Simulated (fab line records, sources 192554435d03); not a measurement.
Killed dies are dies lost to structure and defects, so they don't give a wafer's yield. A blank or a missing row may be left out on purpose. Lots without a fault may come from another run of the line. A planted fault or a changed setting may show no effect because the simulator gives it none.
Problem report in the 8D (eight disciplines) form, filled by code | flow n5_finfet | the parts of the form that need people (team, actions taken, sign-off) are left out

1. THE PROBLEM
heater_power_total_W at N5_SD_EPI_P_COAT_34 reads a mean of 814.2 W on 6 wafers of 2 lots; wafers without a fault read 500.6 W with a standard deviation of 1.7. That is +99 or more standard deviations from the usual mean.
The step: time 60 s, resist thk 350 nm.
First seen on wafer L727.1, day 6 23:41, on litho_track-04. The record holds 31 wafers of 11 lots with a number at this step. Rule for "out", or "out of limits": more than 4 standard deviations from the usual mean. The other wafers with a number count as sound.

2. WHAT IT IS AND WHAT IT IS NOT
question                    | is                                 | is not
which readings at this step | heater_power_total_W, plate_temp_C | -
which lots                  | L727, L730                         | L714, L715, L716, L718, L719, L725, L732, L734, L735
which wafers of those lots  | all that have a number             | -
read on which tools         | litho_track-04                     | litho_track-01, litho_track-03
when                        | from day 6 23:41                   | up to then (16 sound wafers); but 9 sound wafers of L732, L734, L735 came after

3. SUSPECTS, AND WHAT RULES EACH OUT
Counting: a tool at a process step up to the reading stays a suspect if it ran every lot that is out and no sound lot after the first of them.
- litho_track-04 at N5_SD_EPI_P_COAT_34 (time 60 s, resist thk 350 nm): kept. It ran every lot that is out, first L727 (day 6 23:41), and no sound lot after that; its last sound lot up to then is L719 (day 5 04:44). Its own readings are out on those wafers: heater_power_total_W, plate_temp_C.
Left after counting: litho_track-04 at N5_SD_EPI_P_COAT_34.

4. THE CAUSE (what the simulator had put in)
Process parameter drift: litho_track-04, from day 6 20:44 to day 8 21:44, at N5_SD_EPI_P_COAT_34. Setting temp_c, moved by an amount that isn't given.
Counting left only this tool.

5. THE CHAIN OF EFFECTS, in route order
Each row: a reading whose mean over the struck wafers that have a number lies more than 3 standard deviations from the usual. Only readings for which the record gives a usual standard deviation are gone through. hours: the time from each lot's start at the first step in this table that gives one to its start at this step, as a median over the lots. sigmas: the change in usual standard deviations.
hours | step                | reading              | usual    | on struck wafers | change | sigmas
0     | N5_SD_EPI_P_COAT_34 | heater_power_total_W | 500.6 W  | 814.2            | +313.6 | +99 or more
0     | N5_SD_EPI_P_COAT_34 | plate_temp_C         | 250.05 C | 262.26           | +12.21 | +64
The process steps in it:
- N5_SD_EPI_P_COAT_34: time 60 s, resist thk 350 nm.
Later measuring or inspecting steps at which every struck wafer that the step has a row for has a number for every such reading, and none has moved that far: N5_BEOL_M4_RC_MEAS_101.

6. WHAT WOULD HAVE CAUGHT IT SOONER
In this record the first reading out of limits was taken at day 6 23:41, 3 hours after the fault began at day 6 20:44.
